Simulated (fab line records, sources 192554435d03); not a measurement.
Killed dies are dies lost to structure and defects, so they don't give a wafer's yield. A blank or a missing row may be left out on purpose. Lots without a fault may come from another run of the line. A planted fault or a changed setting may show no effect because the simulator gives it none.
fab line records | flow n5_finfet
record lots=7 wafers=21
route steps=1938 shown BEOL_M8@1362 BEOL_M9@1440 BEOL_M10@1476
start_h: hours from the record's first day to the start of the lot's first wafer shown | wait_h: hours since the lot's step before | " the same as in the row above | L1.1+2: a row that stands for several wafers | - no value, or no start given | * or withheld: withheld | < > ~ a bound
route shown NAME@n: a module of which the file shows steps, and the number in the route of the first | usual: mean/standard deviation of fault-free wafers | same: alike in all rows | chamber/n: place in a boat | sites: the reading at each site | _std_site: their standard deviation | _edge_site: outer sites' mean less inner sites' | radius_mm: how far each site lies from the wafer's centre | mask NAME#n: copy n | behind: the tool/chamber that last shaped the wafer | hold: why the lot was held/for how many hours/how that ended | device: the transistor (n, p or np) that didn't switch | end of line: the same wafers' tests at the end of the route | a step without rows: its recipe alone | killed: dies lost to structure and defects at the first sort, not the wafer's yield | map: a wafer's dies, x killed, . not, _ none there
set.NAME: the setting as run; set.NAME@STEP: as run at that earlier step | model.NAME: the simulator's own value behind a step, which no gauge read
lots whose settings were changed on purpose; a table a step, a row a wafer
## steps
# step N5_BEOL_M8_EXPOSE_25
# recipe mask_id=V7 na=0.33 source_shape=annular sigma_inner=0.4 sigma_outer=0.8 polarization=unpolarized target_cd_nm=40 dose_mj=42.5
# columns lot.wafer tool chamber start_h wait_h mask set.dose_mj
L081.1 euv_scanner-01 0 238.93 - V7#0 42.5
L081.2+3 " 0 " " V7#0 44.31
L083.2+6 euv_scanner-01 0 238.98 - V7#0 45.53
L083.3 " 0 " " V7#0 42.5
L082.2+4+6 euv_scanner-01 0 246.95 - V7#0 42.5
L085.1+5 euv_scanner-02 0 267.56 - V7#0 39.99
L085.2 " 0 " " V7#0 42.5
L087.3 euv_scanner-01 0 274.14 - V7#0 44.75
L087.4+5 " 0 " " V7#0 42.5
L091.1+2+6 euv_scanner-02 0 314.38 - V7#0 42.5
L093.3 euv_scanner-02 0 316.87 - V7#0 42.5
L093.4+5 " 0 " " V7#0 41.16
# step N5_BEOL_M8_PEB_26
# recipe peb_temp_c=100 peb_time_s=60 resist=CAR-EUV
# step N5_BEOL_M8_DEVELOP_27
# recipe develop_time_s=30 developer=TMAH resist=CAR-EUV rinse_liquid=surfactant_rinse dry=air_spin dev_temp_c=23
# step N5_BEOL_M8_CD_MEAS_28
# recipe target_cd_nm=40 landing_energy_ev=500 detector=se_inlens
# usual cd_nm=40.06/0.25
# columns lot.wafer tool chamber start_h wait_h set.dose_mj@BEOL_M8_EXPOSE_25 cd_nm
L081.1 cd_sem-01 0 239.06 - 42.5 40.24
L081.2 " 0 " " 44.31 40.63
L081.3 " 0 " " 44.31 40.72
L083.2 cd_sem-02 0 239.10 - 45.53 41.48
L083.3 " 0 " " 42.5 39.85
L083.6 " 0 " " 45.53 41.86
L082.2 cd_sem-01 0 247.07 - 42.5 39.98
L082.4 " 0 " " 42.5 39.69
L082.6 " 0 " " 42.5 39.77
L085.1 cd_sem-01 0 267.69 - 39.99 38.77
L085.2 " 0 " " 42.5 39.74
L085.5 " 0 " " 39.99 38.74
L087.3 cd_sem-01 0 274.26 - 44.75 41.15
L087.4 " 0 " " 42.5 39.94
L087.5 " 0 " " 42.5 40.11
L091.1 cd_sem-02 0 314.51 - 42.5 40.07
L091.2 " 0 " " 42.5 39.88
L091.6 " 0 " " 42.5 40.05
L093.3 cd_sem-02 0 316.99 - 42.5 40.22
L093.4 " 0 " " 41.16 39.50
L093.5 " 0 " " 41.16 39.70
# step N5_BEOL_M8_DESCUM_33
# recipe chemistry=O2 time_s=7 source_power_w=50 bias_power_w=20 pressure_mtorr=20 rf_frequency_hz=2.712e+07 temp_c=40 resist=CAR-EUV o2_flow_sccm=225
# columns lot.wafer tool chamber start_h wait_h set.dose_mj@BEOL_M8_EXPOSE_25 model.BEOL_M8.cd_nm
L081.1 rie_diel-01 1 239.18 0.0 42.5 40
L081.2 " 3 " " 44.31 41
L081.3 " 2 " " 44.31 40.8
L083.2 rie_diel-06 2 239.27 0.1 45.53 41.4
L083.3 " 0 " " 42.5 40
L083.6 " 3 " " 45.53 41.8
L082.2 rie_diel-06 1 247.20 0.0 42.5 40.2
L082.4 " 2 " " 42.5 39.6
L082.6 " 0 " " 42.5 40
L085.1+5 rie_diel-01 0,2 267.85 0.1 39.99 38.6
L085.2 " 1 " " 42.5 39.8
L087.3 rie_diel-02 2 274.40 0.1 44.75 41.4
L087.4+5 " 0 " " 42.5 40
L091.1+2 rie_diel-06 1,0 314.93 0.3 42.5 40.2
L091.6 " 1 " " 42.5 40
L093.3 rie_diel-06 3 317.11 0.0 42.5 40.2
L093.4 " 1 " " 41.16 39.6
L093.5 " 0 " " 41.16 39.4
# step N5_BEOL_M8_ETCH_72
# recipe chemistry=N2/H2 target=underlayer target_depth_a=65 mask_material=CAR-EUV time_s=5.2 ion_energy_ev=200 pressure_mtorr=30 source_w=840 bias_w=150 n2_flow_sccm=200 h2_flow_sccm=200 ends=cleared
# columns lot.wafer tool chamber start_h wait_h set.dose_mj@BEOL_M8_EXPOSE_25 model.BEOL_M8.cd_nm
L081.1 rie_diel-01 1 239.22 0.0 42.5 40
L081.2 " 3 " " 44.31 41
L081.3 " 2 " " 44.31 40.8
L083.2 rie_diel-06 2 239.31 0.0 45.53 41.2
L083.3 " 0 " " 42.5 40
L083.6 " 3 " " 45.53 41.6
L082.2 rie_diel-06 1 247.24 0.0 42.5 40.2
L082.4 " 2 " " 42.5 39.6
L082.6 " 0 " " 42.5 40
L085.1 rie_diel-01 0 267.88 0.0 39.99 38.4
L085.2 " 1 " " 42.5 39.8
L085.5 " 2 " " 39.99 38.6
L087.3 rie_diel-02 2 274.44 0.0 44.75 41.4
L087.4 " 0 " " 42.5 39.8
L087.5 " 0 " " 42.5 40
L091.1+2+6 rie_diel-06 1,0,1 314.96 0.0 42.5 40.2
L093.3 rie_diel-06 3 317.14 0.0 42.5 40.2
L093.4 " 1 " " 41.16 39.6
L093.5 " 0 " " 41.16 39.4
# step N5_BEOL_M8_ETCH_65
# recipe chemistry=CF4 target=SiARC target_depth_a=156 mask_material=CAR-EUV time_s=26 ion_energy_ev=80 pressure_mtorr=40 source_w=545 bias_w=36 Ar_flow_sccm=100 cf4_flow_sccm=100 ends=cleared
# columns lot.wafer tool chamber start_h wait_h set.dose_mj@BEOL_M8_EXPOSE_25 model.BEOL_M8.cd_nm
L081.1 rie_diel-01 1 239.23 0.0 42.5 40
L081.2+3 " 3,2 " " 44.31 40.8
L083.2 rie_diel-06 2 239.32 0.0 45.53 41.2
L083.3 " 0 " " 42.5 40.2
L083.6 " 3 " " 45.53 41.6
L082.2+6 rie_diel-06 1,0 247.25 0.0 42.5 40
L082.4 " 2 " " 42.5 39.6
L085.1+5 rie_diel-01 0,2 267.90 0.0 39.99 38.6
L085.2 " 1 " " 42.5 39.8
L087.3 rie_diel-02 2 274.45 0.0 44.75 41.4
L087.4 " 0 " " 42.5 39.8
L087.5 " 0 " " 42.5 40
L091.1 rie_diel-06 1 314.98 0.0 42.5 40.2
L091.2 " 0 " " 42.5 40.4
L091.6 " 1 " " 42.5 40
L093.3 rie_diel-06 3 317.16 0.0 42.5 40.2
L093.4 " 1 " " 41.16 39.6
L093.5 " 0 " " 41.16 39.4
# step N5_BEOL_M9_ETCH_66
# recipe chemistry=N2/H2 target=SOC target_depth_a=800 overetch_a=160 mask_material=SiARC temp_c=40 time_s=120 ion_energy_ev=200 pressure_mtorr=30 source_w=840 bias_w=150 n2_flow_sccm=200 h2_flow_sccm=200
# usual rf_vpp_V=523.8/2.9
# columns lot.wafer tool chamber start_h wait_h set.bias_w rf_vpp_V model.SiARC_of_BEOL_M9_COAT_64.thk_nm
L081.1 rie_diel-04 1 245.85 0.0 139.5 498.9 7
L081.2 " 2 " " 150 527.1 6.6
L081.3 " 0 " " 139.5 498.3 6.8
L083.2 rie_diel-03 2 247.31 0.0 150 525.9 6.4
L083.3 " 1 " " 150 521.0 6.4
L083.6 " 3 " " 133.1 490.6 7
L082.2 rie_diel-03 3 253.98 0.0 150 528.0 6.2
L082.4 " 2 " " 150 527.9 6.4
L082.6 " 2 " " 150 525.9 6.4
L085.1 rie_diel-03 1 276.32 0.0 150 520.8 6.6
L085.2 " 2 " " 158.9 544.9 6
L085.5 " 0 " " 158.9 543.4 5.8
L087.3 rie_diel-05 1 286.15 0.0 150 523.0 6.4
L087.4 " 2 " " 150 528.0 6.4
L087.5 " 0 " " 163.6 552.7 5.6
L091.1 rie_diel-05 1 320.62 0.0 150 522.7 6.4
L091.2 " 2 " " 150 527.9 6.4
L091.6 " 0 " " 150 522.3 6.4
L093.3 rie_diel-04 2 327.50 0.0 150 528.3 6.6
L093.4 " 2 " " 150 527.2 6.6
L093.5 " 3 " " 150 523.1 6.6
# step N5_BEOL_M9_TRENCH_ETCH_37
# recipe chemistry=C4F6/O2 target_depth_a=1514.3 target=SiCOH_lowk time_s=49 ion_energy_ev=250 pressure_mtorr=30 source_w=345 bias_w=185 Ar_flow_sccm=300 C4F6_flow_sccm=10 O2_flow_sccm=10
# usual rf_vpp_V=661/13
# columns lot.wafer tool chamber start_h wait_h set.bias_w rf_vpp_V model.etch.depth_nm model.BEOL_M9.feature_depth_nm
L081.1 rie_diel-04 1 - - 185 655 152.2 152.2
L081.2 " 2 " " 185 656 148.5 148.6
L081.3 " 0 " " 201.9 707 156.7 156.8
L083.2 rie_diel-03 2 - - 185 683 150.4 150.4
L083.3 " 1 " " 157.5 578 142.5 142.4
L083.6 " 3 " " 157.5 599 146.1 146.2
L082.2 rie_diel-03 3 - - 185 682 154.3 154.4
L082.4 " 2 " " 185 683 151.3 151.2
L082.6 " 2 " " 185 684 151.8 151.8
L085.1 rie_diel-03 1 - - 215.3 740 157.1 157.2
L085.2 " 2 " " 185 683 149.5 149.4
L085.5 " 0 " " 185 683 149.9 150
L087.3 rie_diel-05 1 - - 185 649 154.1 154
L087.4 " 2 " " 166.6 590 150.4 150.4
L087.5 " 0 " " 185 658 156.7 156.6
L091.1 rie_diel-05 1 - - 185 649 153.6 153.6
L091.2 " 2 " " 185 642 153.7 153.8
L091.6 " 0 " " 185 658 154.2 154.2
L093.3 rie_diel-04 2 - - 185 657 147.1 147
L093.4 " 2 " " 185 657 147.8 147.8
L093.5 " 3 " " 185 660 149.6 149.6
# step N5_BEOL_M9_ETCH_41
# recipe chemistry=CH3F/O2 target=SiCN target_depth_a=366 taper_deg=2 time_s=70.1 ion_energy_ev=120 mask_material=TiN pressure_mtorr=30 source_w=395 bias_w=75 Ar_flow_sccm=150 CH3F_flow_sccm=30 O2_flow_sccm=20
# step N5_BEOL_M9_STRIP_80
# recipe chemistry=N2/H2 time_s=10 power_w=450 temp_c=40 pressure_mtorr=20 rf_frequency_hz=6e+07 bias_power_w=7 n2_flow_sccm=200 h2_flow_sccm=200
# step N5_BEOL_M9_OCD_MEAS_38
# usual trench_depth_nm=151.5/2.1
# columns lot.wafer tool chamber start_h wait_h set.bias_w@BEOL_M9_TRENCH_ETCH_37 trench_depth_nm
L081.1 ocd-01 - 246.23 - 185 152.0
L081.2 " - " " 185 148.3
L081.3 " - " " 201.9 156.5
L083.2 ocd-01 - 247.69 - 185 150.7
L083.3 " - " " 157.5 142.4
L083.6 " - " " 157.5 145.8
L082.2 ocd-02 - 254.36 - 185 154.5
L082.4 " - " " 185 151.4
L082.6 " - " " 185 151.4
L085.1 ocd-01 - 276.70 - 215.3 157.3
L085.2 " - " " 185 149.6
L085.5 " - " " 185 150.3
L087.3 ocd-02 - 286.53 - 185 153.7
L087.4 " - " " 166.6 150.0
L087.5 " - " " 185 156.9
L091.1 ocd-01 - 321.00 - 185 153.7
L091.2 " - " " 185 154.1
L091.6 " - " " 185 154.0
L093.3 ocd-01 - 327.88 - 185 147.3
L093.4 " - " " 185 147.7
L093.5 " - " " 185 149.5
# step N5_BEOL_M9_HM_STRIP_39
# recipe chemistry=peroxide_tin_strip material=TiN target_depth_a=250 temp_c=50 time_s=158
# step N5_BEOL_M9_SRD_40
# recipe time_s=30 temp_c=23 rinse_liquid=diw dry=ipa_marangoni
# step N5_BEOL_M9_ECD_50
# recipe material=Cu target_thk_a=3180
# step N5_BEOL_M9_ANNEAL_51
# recipe temp_c=225 time_s=90 ambient=N2
# step N5_BEOL_M9_CMP_52
# recipe stop_on=SiCOH_lowk t_overpolish_s=7 down_force_psi=1 platen_rpm=50 clearing_platen_down_force_psi=1.5 clearing_platen_rpm=50 post_cmp_clean=cu_alkaline target_thk_nm=140 clearing_platen_pad_velocity_m_s=0.99484 pad_velocity_m_s=0.99484
# columns lot.wafer tool chamber start_h wait_h set.bias_w@BEOL_M9_TRENCH_ETCH_37 model.Cu_of_BEOL_M9_ECD_50.thk_nm
L081.2 cmp-02 1 248.06 0.2 185 136
L081.3 " 2 " " 201.9 145.4
L081.1 " 3 " " 185 140.2
L083.3 cmp-02 0 250.41 0.2 157.5 130.4
L083.2 " 2 " " 185 141
L083.6 " 0 " " 157.5 134.4
L082.4 cmp-01 1 257.52 0.2 185 140.4
L082.2 " 2 " " 185 143.2
L082.6 " 0 " " 185 139.4
L085.1 cmp-03 0 281.36 0.3 215.3 145.8
L085.2 " 1 " " 185 137.6
L085.5 " 3 " " 185 138.4
L087.4 cmp-02 0 290.58 0.1 166.6 138.2
L087.3 " 3 " " 185 142.2
L087.5 " 1 " " 185 145.6
L091.2 cmp-03 1 327.08 0.3 185 143
L091.1+6 " 2,0 " " 185 143.4
L093.4 cmp-03 1 330.08 0.1 185 134.8
L093.3 " 2 " " 185 135
L093.5 " 2 " " 185 138.2
# step N5_BEOL_M9_THK_MEAS_53
# recipe thk_meas_gauge=xrf reads=Cu_of_BEOL_M9_ECD_50
# usual M9_THK=138.1/2.5
# columns lot.wafer tool chamber start_h wait_h set.bias_w@BEOL_M9_TRENCH_ETCH_37 M9_THK[nm]
L081.1 film_metro-01 - 248.32 - 185 138.8
L081.2 " - " " 185 135.0
L081.3 " - " " 201.9 144.0
L083.2 film_metro-02 - 250.67 - 185 137.3
L083.3 " - " " 157.5 127.0
L083.6 " - " " 157.5 131.4
L082.2 film_metro-01 - 257.78 - 185 142.3
L082.4 " - " " 185 139.6
L082.6 " - " " 185 138.8
L085.1 film_metro-02 - 281.58 - 215.3 144.5
L085.2 " - " " 185 136.8
L085.5 " - " " 185 137.1
L087.3 film_metro-02 - 290.88 - 185 140.1
L087.4 " - " " 166.6 136.1
L087.5 " - " " 185 143.6
L091.1 film_metro-01 - 327.30 - 185 143.7
L091.2 " - " " 185 142.7
L091.6 " - " " 185 143.0
L093.3 film_metro-02 - 330.38 - 185 132.1
L093.4 " - " " 185 132.1
L093.5 " - " " 185 134.7
# step N5_BEOL_M9_PRE_CLEAN_55
# recipe gas=NH3 time_s=15 temp_c=withheld rf_power_w=300
# step N5_BEOL_M9_DEP_56
# recipe material=SiCN target_thk_a=150 temp_c=withheld precursor=3MS/NH3 pressure_torr=3 rf_w=202 time_s=26.5
# step N5_BEOL_M9_RS_MEAS_57
# recipe thk_meas_gauge=four-point-probe reads=Cu_of_BEOL_M9_ECD_50+Co_of_BEOL_M9_CVD_78+TaN_of_BEOL_M9_ALD_74
# usual M9_RS=0.1507/0.0028
# columns lot.wafer tool chamber start_h wait_h set.bias_w@BEOL_M9_TRENCH_ETCH_37 M9_RS[ohm/sq]
L081.1 film_metro-01 - 248.45 0.1 185 0.1504
L081.2 " - " " 185 0.1557
L081.3 " - " " 201.9 0.1445
L083.2 film_metro-02 - 250.81 0.1 185 0.1495
L083.3 " - " " 157.5 0.1631
L083.6 " - " " 157.5 0.1580
L082.2 film_metro-02 - 257.91 0.1 185 0.1472
L082.4 " - " " 185 0.1503
L082.6 " - " " 185 0.1519
L085.1 film_metro-01 - 281.74 0.1 215.3 0.1443
L085.2 " - " " 185 0.1538
L085.5 " - " " 185 0.1526
L087.3 film_metro-02 - 291.02 0.1 185 0.1484
L087.4 " - " " 166.6 0.1525
L087.5 " - " " 185 0.1444
L091.1 film_metro-02 - 327.43 0.1 185 0.1472
L091.2 " - " " 185 0.1474
L091.6 " - " " 185 0.1473
L093.3 film_metro-01 - 330.51 0.1 185 0.1567
L093.4 " - " " 185 0.1571
L093.5 " - " " 185 0.1527
# step N5_BEOL_M10_COAT_60
# recipe resist=SiARC temp_c=220 time_s=60 spin_rpm=1500 resist_thk_nm=30
# columns lot.wafer tool chamber start_h wait_h set.spin_rpm model.SiARC_of_BEOL_M10_COAT_60.thk_nm
L081.1+2+3 litho_track-04 0 - - 1500 30
L083.2 litho_track-03 0 - - 1500 30
L083.3+6 " 0 " " 1343 31.8
L082.2+4+6 litho_track-04 0 - - 1500 30
L085.1+5 litho_track-01 0 - - 1547 29.6
L085.2 " 0 " " 1500 30.2
L087.3+4+5 litho_track-04 0 - - 1652 28.6
L091.1+2+6 litho_track-01 0 - - 1500 30
L093.3 litho_track-03 0 - - 1500 30
L093.4+5 " 0 " " 1409 31
# step N5_BEOL_M10_COAT_05
# recipe resist=CAR-ArF spin_rpm=1500 resist_thk_nm=90
# columns lot.wafer tool chamber start_h wait_h set.spin_rpm model.CAR-ArF_of_BEOL_M10_COAT_05.thk_nm
L081.1+3 litho_track-04 0 - - 1500 90
L081.2 " 0 " " 1500 89.8
L083.2 litho_track-03 0 - - 1579 88
L083.3 " 0 " " 1500 90.2
L083.6 " 0 " " 1500 90.4
L082.2+6 litho_track-04 0 - - 1500 89.8
L082.4 " 0 " " 1500 90
L085.1 litho_track-01 0 - - 1500 89.8
L085.2 " 0 " " 1454 91
L085.5 " 0 " " 1500 89.6
L087.3+4+5 litho_track-04 0 - - 1500 90.4
L091.1 litho_track-01 0 - - 1434 92.6
L091.2 " 0 " " 1434 92.4
L091.6 " 0 " " 1500 90.2
L093.3+5 litho_track-03 0 - - 1594 87.2
L093.4 " 0 " " 1500 89.8
# step N5_BEOL_M10_EBR_07
# recipe solvent=PGMEA ebr_width_mm=1.5
# step N5_BEOL_M10_SOFTBAKE_06
# recipe temp_c=110 time_s=60 resist=CAR-ArF
# step N5_BEOL_M10_DESCUM_16
# recipe chemistry=O2 time_s=7.9 source_power_w=50 bias_power_w=20 pressure_mtorr=20 rf_frequency_hz=2.712e+07 temp_c=40 resist=CAR-ArF o2_flow_sccm=225
# step N5_BEOL_M10_ETCH_61
# recipe chemistry=CF4 target=SiARC target_depth_a=390 mask_material=CAR-ArF time_s=65 ion_energy_ev=80 pressure_mtorr=40 source_w=545 bias_w=36 Ar_flow_sccm=100 cf4_flow_sccm=100 ends=cleared
# columns lot.wafer tool chamber start_h wait_h set.spin_rpm@BEOL_M10_COAT_60 set.spin_rpm@BEOL_M10_COAT_05 model.CAR-ArF_of_BEOL_M10_COAT_05.thk_nm model.etch.depth_nm
L081.1 rie_diel-02 3 250.90 0.0 1500 1500 55.4 30.1
L081.2 " 1 " " 1500 1500 55.4 30.06
L081.3 " 0 " " 1500 1500 55.6 29.97
L083.2 rie_diel-06 2 252.87 0.0 1500 1579 53.4 29.95
L083.3 " 0 " " 1343 1500 54 31.73
L083.6 " 1 " " 1343 1500 54.2 31.71
L082.2+6 rie_diel-06 1 261.15 0.0 1500 1500 55.2 30.02
L082.4 " 0 " " 1500 1500 55.4 30.04
L085.1 rie_diel-06 2 283.26 0.0 1547 1500 55.4 29.69
L085.2 " 0 " " 1500 1454 56.2 30.13
L085.5 " 3 " " 1547 1500 55.2 29.7
L087.3 rie_diel-02 1 293.85 0.0 1652 1500 57.2 28.57
L087.4 " 3 " " 1652 1500 57.2 28.58
L087.5 " 1 " " 1652 1500 57.2 28.64
L091.1 rie_diel-01 1 329.33 0.0 1500 1434 58 30.03
L091.2 " 3 " " 1500 1434 57.8 30.07
L091.6 " 3 " " 1500 1500 55.6 30.06
L093.3 rie_diel-02 2 333.07 0.0 1500 1594 52.6 30.03
L093.4 " 1 " " 1409 1500 54.2 31.05
L093.5 " 3 " " 1409 1594 51.8 30.98
# step N5_BEOL_M10_ETCH_62
# recipe chemistry=N2/H2 target=SOC target_depth_a=1100 overetch_a=220 mask_material=SiARC temp_c=40 time_s=165 ion_energy_ev=200 pressure_mtorr=30 source_w=840 bias_w=150 n2_flow_sccm=200 h2_flow_sccm=200
# columns lot.wafer tool chamber start_h wait_h set.spin_rpm@BEOL_M10_COAT_60 model.SiARC_of_BEOL_M10_COAT_60.thk_nm
L081.1 rie_diel-02 3 250.95 0.0 1500 23.6
L081.2 " 1 " " 1500 23.8
L081.3 " 0 " " 1500 23.4
L083.2 rie_diel-06 2 252.92 0.0 1500 23.6
L083.3 " 0 " " 1343 25
L083.6 " 1 " " 1343 24.8
L082.2 rie_diel-06 1 261.20 0.0 1500 23
L082.4 " 0 " " 1500 23.4
L082.6 " 1 " " 1500 23.2
L085.1 rie_diel-06 2 283.31 0.0 1547 23.4
L085.2 " 0 " " 1500 23.4
L085.5 " 3 " " 1547 22.8
L087.3+5 rie_diel-02 1 293.90 0.0 1652 22.4
L087.4 " 3 " " 1652 22.2
L091.1+2 rie_diel-01 1,3 329.38 0.0 1500 23.6
L091.6 " 3 " " 1500 23.4
L093.3 rie_diel-02 2 333.12 0.0 1500 23.2
L093.4 " 1 " " 1409 24.8
L093.5 " 3 " " 1409 24.4
## key
split step=N5_BEOL_M8_EXPOSE_25 setting=dose_mj stated=42.5 by=wafer
response step=N5_BEOL_M8_CD_MEAS_28 reading=cd_nm change=+0.202 per=1% r=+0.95
response step=N5_BEOL_M8_DESCUM_33 reading=model.BEOL_M8.cd_nm change=+0.225 per=1% r=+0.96
response step=N5_BEOL_M8_ETCH_72 reading=model.BEOL_M8.cd_nm change=+0.223 per=1% r=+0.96
response step=N5_BEOL_M8_ETCH_65 reading=model.BEOL_M8.cd_nm change=+0.206 per=1% r=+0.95
split step=N5_BEOL_M9_ETCH_66 setting=bias_w stated=150 by=wafer
response step=N5_BEOL_M9_ETCH_66 reading=rf_vpp_V change=+3.25 per=1% r=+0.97
response step=N5_BEOL_M9_ETCH_66 reading=model.SiARC_of_BEOL_M9_COAT_64.thk_nm change=-0.0691 per=1% r=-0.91
split step=N5_BEOL_M9_TRENCH_ETCH_37 setting=bias_w stated=185 by=wafer
response step=N5_BEOL_M9_TRENCH_ETCH_37 reading=rf_vpp_V change=+5.12 per=1% r=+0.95
response step=N5_BEOL_M9_TRENCH_ETCH_37 reading=model.etch.depth_nm change=+0.477 per=1% r=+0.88
response step=N5_BEOL_M9_TRENCH_ETCH_37 reading=model.BEOL_M9.feature_depth_nm change=+0.478 per=1% r=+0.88
response step=N5_BEOL_M9_OCD_MEAS_38 reading=trench_depth_nm change=+0.493 per=1% r=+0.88
response step=N5_BEOL_M9_CMP_52 reading=model.Cu_of_BEOL_M9_ECD_50.thk_nm change=+0.564 per=1% r=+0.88
response step=N5_BEOL_M9_THK_MEAS_53 reading=M9_THK change=+0.545 per=1% r=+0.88
response step=N5_BEOL_M9_RS_MEAS_57 reading=M9_RS change=-0.00067 per=1% r=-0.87
split step=N5_BEOL_M10_COAT_60 setting=spin_rpm stated=1500 by=wafer
response step=N5_BEOL_M10_COAT_60 reading=model.SiARC_of_BEOL_M10_COAT_60.thk_nm change=-0.172 per=1% r=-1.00
response step=N5_BEOL_M10_ETCH_61 reading=model.etch.depth_nm change=-0.166 per=1% r=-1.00
response step=N5_BEOL_M10_ETCH_62 reading=model.SiARC_of_BEOL_M10_COAT_60.thk_nm change=-0.148 per=1% r=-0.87
response step=N5_BEOL_M10_ETCH_61 reading=model.CAR-ArF_of_BEOL_M10_COAT_05.thk_nm slope=+0.155 per=1% together_with=spin_rpm@BEOL_M10_COAT_05 explained=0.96
split step=N5_BEOL_M10_COAT_05 setting=spin_rpm stated=1500 by=wafer
response step=N5_BEOL_M10_COAT_05 reading=model.CAR-ArF_of_BEOL_M10_COAT_05.thk_nm change=-0.444 per=1% r=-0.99
response step=N5_BEOL_M10_ETCH_61 reading=model.CAR-ArF_of_BEOL_M10_COAT_05.thk_nm change=-0.304 per=1% r=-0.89
